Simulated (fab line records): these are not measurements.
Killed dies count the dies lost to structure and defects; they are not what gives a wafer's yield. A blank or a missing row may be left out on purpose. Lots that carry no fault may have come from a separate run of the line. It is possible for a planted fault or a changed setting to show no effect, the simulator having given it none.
Chamber matching :: flow n5Finfet :: 4 sister chambers for N5_FIN_CUT_CUT_ETCH_15 on rieSi-05
The step etches Si in HBr/Cl2/O2, target depth 100 nm, bt time 10 s, time 42.4 s. 8 wafers are shown with their chamber, then 7 later ones without.

WAFERS, EACH WITH ITS CHAMBER
wafer: L077.3
chamber: 0
throttleValvePct (%): 37.24
heBacksideLeakSccm (sccm): 2.8

wafer: L077.6
chamber: 3
throttleValvePct (%): 37.51
heBacksideLeakSccm (sccm): 3.3

wafer: L081.2
chamber: 2
throttleValvePct (%): 36.83
heBacksideLeakSccm (sccm): 2.5

wafer: L083.1
chamber: 3
throttleValvePct (%): 37.50
heBacksideLeakSccm (sccm): 3.4

wafer: L083.2
chamber: 1
throttleValvePct (%): 37.28
heBacksideLeakSccm (sccm): 2.8

wafer: L083.4
chamber: 2
throttleValvePct (%): 36.82
heBacksideLeakSccm (sccm): 2.6

wafer: L086.1
chamber: 0
throttleValvePct (%): 37.26
heBacksideLeakSccm (sccm): 2.7

wafer: L086.3
chamber: 1
throttleValvePct (%): 37.28
heBacksideLeakSccm (sccm): 2.9

WAFERS WHOSE CHAMBER IS MISSING
wafer: L086.6
throttleValvePct (%): 36.83
heBacksideLeakSccm (sccm): 2.5

wafer: L093.1
throttleValvePct (%): 37.27
heBacksideLeakSccm (sccm): 2.7

wafer: L093.2
throttleValvePct (%): 36.83
heBacksideLeakSccm (sccm): 2.5

wafer: L093.4
throttleValvePct (%): 37.53
heBacksideLeakSccm (sccm): 3.2

wafer: L094.1
throttleValvePct (%): 37.24
heBacksideLeakSccm (sccm): 2.9

wafer: L094.2
throttleValvePct (%): 37.52
heBacksideLeakSccm (sccm): 3.5

wafer: L094.5
throttleValvePct (%): 37.26
heBacksideLeakSccm (sccm): 3.0

WHICH CHAMBER EACH ONE RAN IN
wafer: L086.6
from the rows above: 2
in truth: 2

wafer: L093.1
from the rows above: can't be placed: 1 or 0
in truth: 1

wafer: L093.2
from the rows above: 2
in truth: 2

wafer: L093.4
from the rows above: 3
in truth: 3

wafer: L094.1
from the rows above: 0
in truth: 0

wafer: L094.2
from the rows above: 3
in truth: 3

wafer: L094.5
from the rows above: can't be placed: 1 or 0
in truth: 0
5 of 7 placed correctly. Unplaceable from these rows: 2, with the true chamber sitting among the candidates in 2. Number placed wrongly: 0.
How it was worked out, from the rows above alone: a wafer's distance from a chamber is the root of the sum, over the readings, of the square of ((its reading less the chamber's mean) divided by the reading's scatter). If the next closest chamber is less than 2 further off than the closest, the wafer can't be placed; otherwise it belongs to the closest. The mean given for a chamber averages the wafers shown for that chamber. The scatter: the root of (the sum of the squares of (reading less its chamber's mean) over the shown wafers, divided by (wafers less chambers)).
